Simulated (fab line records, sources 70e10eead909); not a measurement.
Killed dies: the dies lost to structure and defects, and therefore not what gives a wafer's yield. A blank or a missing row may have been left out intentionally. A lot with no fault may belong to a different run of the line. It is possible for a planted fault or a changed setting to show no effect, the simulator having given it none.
One fault through the eyes of 3 desks | flow nandHarc | every desk sees just its own numbers, and what lay behind them comes last

THE DEFECT DESK
For each lot, the counts of the inspections along the route, averaged over the sampled wafers that have a number. Any lot whose mean is over 4 standard deviations away from the usual mean is out of limits and marked OUT; that distance is given in the brackets.
Columns: A = rawDefectCount at NHARC_P_STI_INSPECT_11, usual 5.5
lot  | first seen here | A
L929 | day 2 19:59     | 6.3
L930 | day 3 07:22     | 5.0
L932 | day 4 04:16     | 4.3
L933 | day 4 14:31     | 10.0
L934 | day 4 21:53     | 4.3
L937 | day 6 02:13     | 4.7
L939 | day 7 00:02     | 6.3
L940 | day 7 11:34     | 5.3
L941 | day 7 19:36     | 4.3
L942 | day 8 04:47     | 5.7
L945 | day 9 11:55     | 5.7
L948 | day 10 22:56    | 3.7
L949 | day 11 03:09    | 4.0
L950 | day 11 13:04    | 10.0
This desk's finding: nothing out of limits on any of the 14 lots.

THE TOOL OWNER'S DESK: implanter-02
For each lot that ran on this tool, the mean over its sampled wafers that have a number, from the tool's own readings at NHARC_P_ZERO_WELL_IMPLANT_40. Any lot whose mean is over 4 standard deviations away from the usual mean is out of limits and marked OUT; that distance is given in the brackets.
Columns: A = doseIonsCm2 at NHARC_P_ZERO_WELL_IMPLANT_40, usual 1.0001e+13; B = faradayCurrentUA at NHARC_P_ZERO_WELL_IMPLANT_40, usual 127.1
lot  | first seen here | A                            | B
L929 | day 2 00:44     | 1.0006e+13                   | 127.2
L930 | day 2 10:45     | 9.9843e+12                   | 125.2
L932 | day 3 06:27     | 9.9940e+12                   | 129.0
L933 | day 3 16:18     | 1.0003e+13                   | 126.4
L940 | day 6 14:26     | 9.9993e+12                   | 128.2
L945 | day 8 16:37     | 1.0008e+13                   | 125.9
L949 | day 10 08:32    | 5.2233e+12 (-99 or more) OUT | 66.7 (-25) OUT
L950 | day 10 18:55    | 5.2130e+12 (-99 or more) OUT | 65.2 (-26) OUT
This desk's verdict: out of limits on L949, L950, starting with L949 at day 10 08:32 (doseIonsCm2 at NHARC_P_ZERO_WELL_IMPLANT_40). L929, L930, L932, L933, L940, L945: within limits.

THE METROLOGY DESK
What the gauges read, lot by lot, whatever tool the lot ran on: means of the sampled wafers that have a number. Any lot whose mean is over 4 standard deviations away from the usual mean is out of limits and marked OUT; that distance is given in the brackets.
Columns: A = cdNm at NHARC_P_STI_CD_MEAS_09, usual 200.0 nm
lot  | first seen here | A
L929 | day 2 19:52     | 197.8
L930 | day 3 07:15     | 201.6
L932 | day 4 04:08     | 198.6
L933 | day 4 14:24     | 200.9
L934 | day 4 21:46     | 199.9
L937 | day 6 02:05     | 201.9
L939 | day 6 23:55     | 199.5
L940 | day 7 11:26     | 199.6
L941 | day 7 19:29     | 200.3
L942 | day 8 04:40     | 197.0
L945 | day 9 11:47     | 201.5
L948 | day 10 22:50    | 204.7
L949 | day 11 03:01    | 198.4
L950 | day 11 12:56    | 199.2
This desk's finding: nothing out of limits on any of the 14 lots.

BROUGHT TOGETHER
On L949, L950, at day 10 08:32, an alarm was possible from the tool owner's desk.
Nothing out of limits was seen by the defect desk.
At the metrology desk, nothing out of limits was observed.
The defect desk has L949, L950 on record, within its limits.
The metrology desk holds a record of L949, L950, inside its limits.
The lots listed all ran NHARC_P_ZERO_WELL_IMPLANT_40 on implanter-02.

WHAT WAS PUT IN BY THE SIMULATOR
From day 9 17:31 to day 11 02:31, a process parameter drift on implanter-02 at NHARC_P_ZERO_WELL_IMPLANT_40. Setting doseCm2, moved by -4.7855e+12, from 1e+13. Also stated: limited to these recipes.
Shown lots that were struck: L949, L950.
Time in hours from fault onset to the first out-of-limits reading at each desk: the tool owner's desk, 15.
